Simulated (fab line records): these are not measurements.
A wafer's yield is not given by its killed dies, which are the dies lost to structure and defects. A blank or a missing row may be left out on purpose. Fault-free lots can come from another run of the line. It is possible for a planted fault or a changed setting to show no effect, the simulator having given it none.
Which tool is to blame? -- flow n5Finfet -- at 1 step of a route of 1938, 10 lots with 26 wafers sampled

## WHAT EACH GAUGE READ, for each wafer
N5_BEOL_M4_RC_MEAS_101. Usual: DIBL_N 35.9 mV/V, standard deviation 1.7; DIBL_P 35.8 mV/V, standard deviation 2.2; IOFF_N 0.15 nA/um, standard deviation 0.03; IOFF_P 0.21 nA/um, standard deviation 0.036; ION_N 674 uA/um, standard deviation 12; ION_P 463 uA/um, standard deviation 7.2; SS_N 71.3 mV/dec, standard deviation 0.59; SS_P 73.1 mV/dec, standard deviation 0.69; VT_N 250 mV, standard deviation 3; VT_P -251 mV, standard deviation 3.2.
lot,measured,on,DIBL_N (mV/V),DIBL_P (mV/V),IOFF_N (nA/um),IOFF_P (nA/um),ION_N (uA/um),ION_P (uA/um),SS_N (mV/dec),SS_P (mV/dec),VT_N (mV),VT_P (mV),flag
L611,day 8 16:16,prober-01,38.9 37.9,36.7 36.7,0.20 0.19,0.23 0.25,691 670,467 462,71.1 71.4,73.1 72.5,247 245,-247 -246,
L613,day 8 18:22,prober-02,34.0 36.1 35.6,33.5 35.7 35.3,0.12 0.16 0.13,0.19 0.22 0.20,662 679 662,460 470 464,70.9 70.9 70.7,72.6 72.7 72.9,253 248 252,-251 -248 -249,
L617,day 10 21:38,prober-02,33.1 35.6,33.1 35.3,0.12 0.16,0.14 0.17,658 684,447 457,70.5 70.8,72.7 73.5,251 248,-258 -256,
L620,day 11 06:11,prober-02,36.9 36.7,37.0 37.3,0.18 0.17,0.25 0.24,690 670,472 457,71.2 71.8,73.0 73.6,246 250,-246 -248,
L624,day 12 10:49,prober-02,37.9 36.4 36.6,38.3 35.6 38.0,0.17 0.15 0.17,0.22 0.18 0.21,667 671 690,454 454 467,72.1 71.3 71.4,74.6 73.2 73.1,249 252 251,-252 -254 -251,
L626,day 12 15:37,prober-02,36.7 35.7 37.8,33.2 32.5 34.5,0.15 0.14 0.17,0.19 0.18 0.21,676 680 683,463 466 467,71.3 71.3 71.7,72.7 72.5 73.6,250 250 248,-251 -253 -251,
L628,day 13 05:05,prober-02,37.1 35.7,36.8 35.6,0.17 0.15,0.25 0.22,679 677,472 464,71.1 71.6,73.1 73.1,249 249,-246 -248,
L629,day 13 19:22,prober-02,34.1 35.5 36.3,32.4 35.3 35.0,0.12 0.15 0.16,0.18 0.21 0.19,653 675 675,456 463 461,71.3 71.6 71.5,72.6 72.9 73.0,251 251 249,-252 -254 -253,
L630,day 13 22:01,prober-02,35.8 37.6 34.1,36.1 38.6 33.2,0.15 0.19 0.12,0.21 0.25 0.16,673 686 665,461 467 455,71.4 72.0 70.5,73.9 74.6 72.6,248 246 255,-251 -249 -251,
L631,day 14 03:22,prober-02,33.7 36.1 34.0,34.0 36.2 34.3,0.11 0.14 0.11,0.16 0.18 0.15,667 675 658,464 457 457,70.3 71.2 70.8,72.1 73.5 72.1,256 254 255,-255 -251 -255,

## TOOL THAT RAN EACH LOT (tool first, then ch and the chambers of the sampled wafers, then the start)
No process step before these readings appears in the record.

## AS READ BY THE TOOLS THEMSELVES (means over the sampled wafers that have a number; for cases with no such wafer, the mark the record gives instead)
The record holds no such reading with a usual standard deviation.

## THE ANSWER, worked out from the rows above alone
Rule: a lot counts as off when the mean over its wafers that have a number is more than 3 standard deviations away from the usual mean. Also off: a lot with no number at a reading for which 4 or more lots have one. Any other lot the step has rows for is counted as sound. After the gauges, taken in route order, come the tools' own readings; for these a lot's mean is taken, as printed above. The first step at which some lot is off is used, and at that step the reading that is off furthest; a lot without a number counts as furthest.
Nothing can be told from this: no lot is off at any reading shown.

## WHAT THE SIMULATOR HAD INSERTED
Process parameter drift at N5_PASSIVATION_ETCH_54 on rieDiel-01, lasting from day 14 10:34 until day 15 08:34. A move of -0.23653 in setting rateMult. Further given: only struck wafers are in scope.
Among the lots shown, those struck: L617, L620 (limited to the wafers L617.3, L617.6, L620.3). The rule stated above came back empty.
